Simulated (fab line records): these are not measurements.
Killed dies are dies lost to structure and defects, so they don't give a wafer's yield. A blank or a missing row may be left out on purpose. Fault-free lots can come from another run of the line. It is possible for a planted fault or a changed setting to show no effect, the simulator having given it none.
A lot that was struck, set against a sound lot :: flow n5-finfet :: 32 steps out of a route of 1938
Sound: these wafers, L510.3, L510.5, L510.6. The struck wafers were L523.2, L523.4, L523.5. Last of all comes the cause.
Per side, at each step with rows, come the tool, then ch with its chambers, and then its first start. Under that, the readings that differ: sound wafers :: struck wafers :: difference of the means :: sigmas: that difference in standard deviations of wafers without a fault.
alike: a reading whose means differ by less than 2 such deviations, as well as words and numbers matching on both sides. not compared: withheld readings; readings where some wafer has no value; bounds like >300 that might hide an equal value; numbers whose values overlap and for which the record gives no deviation.
Wherever a step has rows on one side only, a row that says differs or no value, or a row with sigmas, the two part there. Numbers that have no deviation but don't overlap get no sigmas and don't part them. Lack of a reading on every wafer of one side parts them only where that side has two or more wafers.

first, 8 steps without rows for these wafers: N5_BEOL_M13_DEVELOP_27 (develop time 45 s); N5_BEOL_M13_HARDBAKE_32 (time 120 s); N5_BEOL_M13_DESCUM_33 (chemistry O2, time 7.9 s); N5_BEOL_M13_ETCH_67 (etches SiARC in CF4, target depth 143 nm, time 238.3 s); N5_BEOL_M13_ETCH_68 (etches SOC in N2/H2, time 355 s); N5_BEOL_M13_STRIP_69 (strips in N2/H2); N5_BEOL_M13_TRENCH_ETCH_34 (etches SiOC in C4F8/O2/Ar, target depth 413.47 nm, time 162.6 s); N5_BEOL_M13_STRIP_70 (strips in C4F8/O2/Ar).
N5_BEOL_M13_STRIP_37: strips in N2/H2.
  sound on plasma-asher-02 ch 0,1, day 11 09:00; struck on plasma-asher-02 ch 1, day 14 12:25
reading: h2-flow-sccm (sccm)
sound: 3276 3272 3256
struck: 3238 3260 3231
difference: -25
sigmas: -2
  alike: drypump-motor-current-A, heater-power-w, oes-product-au
  not compared: rf-hours-counter-h
then, 22 steps without rows for these wafers: N5_BEOL_M13_ETCH_38 (etches SiCN in CF4/N2, target depth 67.5 nm, time 71.9 s); N5_BEOL_M13_PRECLEAN_39 (cleans in residue remover, time 60 s); N5_BEOL_M13_SRD_40 (time 30 s, dry time 30 s); N5_BEOL_M13_DEGAS_41 (time 60 s); N5_BEOL_M13_PRE_CLEAN_42 (time 30 s); N5_BEOL_M13_SPUTTER_43 (material TaN, target thk 15 nm, time 24.19 s); N5_BEOL_M13_SPUTTER_44 (material Ta, target thk 10 nm, time 16.13 s); N5_BEOL_M13_SPUTTER_45 (material Cu, target thk 80 nm, time 13.33 s); N5_BEOL_M13_ECD_47 (material Cu, target thk 936 nm); N5_BEOL_M13_ANNEAL_48 (time 90 s); N5_BEOL_M13_CMP_49 (polishes, stops on SiOC, t overpolish 17.1 s, target thk 420 nm); N5_BEOL_M13_PRE_CLEAN_52 (time 15 s); N5_BEOL_M13_DEP_53 (deposits SiCN from 3MS/NH3, target thk 50 nm, time 17.8 s); N5_BEOL_M14_ILD_DEP_00 (deposits SiO2 from TEOS/O2, target thk 1119.3 nm, time 237.4 s); N5_BEOL_M14_COAT_58 (time 60 s, resist thk 89 nm); N5_BEOL_M14_COAT_04 (resist thk 800 nm); N5_BEOL_M14_EBR_06; N5_BEOL_M14_SOFTBAKE_05 (time 60 s); N5_BEOL_M14_EXPOSE_07 (exposes mask V13); N5_BEOL_M14_PEB_08 (peb time 90 s); N5_BEOL_M14_DEVELOP_09 (develop time 45 s); N5_BEOL_M14_HARDBAKE_14 (time 120 s).
N5_PASSIVATION_PROBE_49:
  the record has rows for the struck wafers here (prober-02, day 15 20:48) and none for the sound ones

## WHERE THEY PART
At N5_BEOL_M13_STRIP_37 first; at N5_PASSIVATION_PROBE_49 last (within this record only).

WHY: the cause the simulator had injected
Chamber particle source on plasma-asher-02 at N5_BEOL_M13_STRIP_37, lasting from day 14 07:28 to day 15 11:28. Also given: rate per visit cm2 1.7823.
